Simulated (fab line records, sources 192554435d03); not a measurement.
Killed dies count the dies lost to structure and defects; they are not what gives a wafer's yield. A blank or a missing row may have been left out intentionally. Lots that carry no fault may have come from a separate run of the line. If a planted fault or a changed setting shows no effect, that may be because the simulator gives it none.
Lot-split experiment ; flow n5_finfet ; on a route of 1938 steps: 7 lots, 21 wafers read

THE SPLIT
At N5_BEOL_M8_ETCH_66 (etches SOC in N2/H2, target depth 80 nm, overetch 16 nm, time 120 s), the setting bias_w was moved away from the recipe's 150 W on 7 of the 21 wafers read, by -11.7% to +14.7%. The other wafers ran this setting at the recipe's value.

The reading is taken at the split's own step.

THE READING
rf_vpp_V, in V, at N5_BEOL_M8_ETCH_66 (etches SOC in N2/H2, target depth 80 nm, overetch 16 nm, time 120 s). A value of 524.8 V with a standard deviation of 2 V is what fault-free wafers of this fab line usually give.

wafer;tool, chamber at the split;bias_w as run, W;against the recipe;rf_vpp_V, V;against lot-mates on the recipe
L075.1;rie_diel-01, 3;150;recipe;524.8;-
L075.5;rie_diel-01, 0;150;recipe;525.4;-
L075.6;rie_diel-01, 3;132.5;-11.7%;484.6;-40.5
L080.1;rie_diel-01, 2;133.7;-10.9%;490.7;-36.1
L080.3;rie_diel-01, 1;150;recipe;526.8;-
L080.4;rie_diel-01, 3;133.7;-10.9%;487.0;-39.8
L083.2;rie_diel-01, 0;150;recipe;525.2;-
L083.3;rie_diel-01, 1;172;+14.7%;573.3;+48.3
L083.5;rie_diel-01, 3;150;recipe;524.7;-
L081.1;rie_diel-01, 0;150;recipe;525.3;-
L081.5;rie_diel-01, 0;150;recipe;525.1;-
L081.6;rie_diel-01, 3;150;recipe;525.0;-
L085.1;rie_diel-01, 3;134.7;-10.2%;490.4;-38.7
L085.3;rie_diel-01, 2;150;recipe;529.1;-
L085.6;rie_diel-01, 1;134.7;-10.2%;490.9;-38.2
L088.1;rie_diel-04, 3;150;recipe;521.4;-
L088.2;rie_diel-04, 2;150;recipe;525.5;-
L088.3;rie_diel-04, 1;150;recipe;522.1;-
L097.1;rie_diel-01, 2;167;+11.3%;564.6;+36.6
L097.5;rie_diel-01, 2;150;recipe;529.1;-
L097.6;rie_diel-01, 1;150;recipe;526.9;-

FIT RESULTS
A straight line over all 21 wafers: rf_vpp_V changes by +3.38 V for each +1% of bias_w; r = +1.00; the points scatter about the line by 1.9 V.
The same after taking each lot's own level away (the mean of its wafers on the recipe; 21 wafers): +3.45 V for each +1%; r = +1.00; scatter 1.5 V.
Per that fit: largest bias_w move, reading shift of 51 V.
Measured against the standard deviation above, the lots' own levels, which go from 523.00 to 529.10 V, span 3.1 times it.
The two slopes are in agreement: the lot-to-lot level therefore moves the slope only a little.
Check: for one of the wafers moved furthest among these (+14.7%), held out of the fit, the line's prediction against its lot-mates is +50.9 V. Against them it came out at +48.3 V.
Tool readings at the split's step, against how far the setting was moved: rf_vpp_V r = +1.00.

ADDITIONAL SPLITS CARRIED BY THESE WAFERS
Other splits were also applied to these wafers ahead of the reading. Each is held against what the fit with the lots' levels taken away leaves over:
other split on the same wafers;wafers away from the commonest value;r with rf_vpp_V (lot level and that fit taken away)
N5_BEOL_M7_TRENCH_ETCH_37 time_s;7;+0.51

THE WHOLE CHAIN: every reading that the file lists as answering this split, in the file's order
step;what it does;reading;change (the file's fit);r (the file's)
N5_BEOL_M8_ETCH_66;etches SOC in N2/H2, target depth 80 nm, overetch 16 nm, time 120 s;rf_vpp_V;+3.42 V for each +1% of the setting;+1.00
N5_BEOL_M8_ETCH_66;etches SOC in N2/H2, target depth 80 nm, overetch 16 nm, time 120 s;SiARC_of_BEOL_M8_COAT_64.thk_nm (the simulator's own value, which no gauge read);-0.0646 nm for each +1% of the setting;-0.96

FILE'S OWN FIT
rf_vpp_V changes by +3.42 V for each +1% of bias_w, r = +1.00.
